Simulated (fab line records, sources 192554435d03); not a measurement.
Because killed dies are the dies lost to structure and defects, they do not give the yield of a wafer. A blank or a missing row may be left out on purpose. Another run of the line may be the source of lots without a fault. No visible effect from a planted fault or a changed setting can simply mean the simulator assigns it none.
2 desks, one fault -- flow n5-finfet -- each desk holds nothing but its own numbers, with what lay behind them at the end

== THE DEFECT DESK ==
Inspection counts along the route, by lot: the mean over sampled wafers that carry a number. Any lot whose mean is over 4 standard deviations away from the usual mean is out of limits and marked OUT; that distance is given in the brackets.
Columns: A = raw-defect-count at N5_SD_EPI_P_INSPECT_26, usual 159; B = raw-defect-count at N5_SD_ACTIVATION_INSPECT_02, usual 159
lot,first seen here,A,B
L734,day 3 22:03,173,184
L741,day 5 20:47,150,143
L743,day 6 06:05,150,155
L749,day 7 15:26,718 (+17) OUT,714 (+18) OUT
L750,day 7 21:24,698 (+16) OUT,691 (+17) OUT
L751,day 8 03:04,185,188
L753,day 8 17:01,130,134
L755,day 9 09:17,151,163
This desk finds L749, L750 out of limits, L749 being first, at day 7 15:26 (raw-defect-count at N5_SD_EPI_P_INSPECT_26). Within limits: L734, L741, L743, L751, L753, L755.

== THE METROLOGY DESK ==
Lot by lot, what the gauges showed, no matter which tool ran the lot: averages of those sampled wafers that carry a number. Any lot whose mean is over 4 standard deviations away from the usual mean is out of limits and marked OUT; that distance is given in the brackets. 7 of its 11 readings are shown, namely those furthest out on some lot.
Columns: A = DIBL_N at N5_BEOL_M4_RC_MEAS_101, usual 36.3 mV/V; B = IOFF_P at N5_BEOL_M4_RC_MEAS_101, usual 0.211 nA/um; C = ION_N at N5_BEOL_M4_RC_MEAS_101, usual 672 uA/um; D = ION_P at N5_BEOL_M4_RC_MEAS_101, usual 462 uA/um; E = SS_N at N5_BEOL_M4_RC_MEAS_101, usual 71.5 mV/dec; F = VT_N at N5_BEOL_M4_RC_MEAS_101, usual 249.9 mV; G = VT_P at N5_BEOL_M4_RC_MEAS_101, usual -249.8 mV
lot,first seen here,A,B,C,D,E,F,G
L734,day 3 17:14,35.4,0.175,670,454,71.5,249.8,-253.2
L741,day 5 16:58,35.6,0.162,667,454,71.1,253.3,-255.2
L743,day 6 02:17,37.4,0.190,664,451,71.6,251.6,-251.7
L749,day 7 11:40,36.2,0.226,688,471,71.8,246.1,-247.6
L750,day 7 17:34,37.6,0.215,675,461,71.4,249.6,-249.2
L751,day 7 22:20,36.5,0.212,675,466,71.2,249.4,-248.8
L753,day 8 12:22,34.7,0.236,669,469,71.3,249.5,-246.8
L755,day 9 05:07,37.7,0.238,674,464,72.3,248.5,-247.5
This desk's finding: nothing out of limits on any of the 8 lots.

== BROUGHT TOGETHER ==
The defect desk could have raised an alarm at day 7 15:26, on L749, L750.
Nothing out of limits was seen by the metrology desk.
The metrology desk holds a record of L749, L750, inside its limits.
On wet-bench-02, each named lot ran N5_SD_EPI_P_PRECLEAN_33.

== WHAT WAS PUT IN BY THE SIMULATOR ==
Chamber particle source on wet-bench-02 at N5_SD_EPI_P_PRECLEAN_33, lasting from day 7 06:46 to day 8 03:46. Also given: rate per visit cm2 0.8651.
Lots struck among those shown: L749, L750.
Hours from the fault's start to each desk's first reading out of limits: the defect desk, 9.
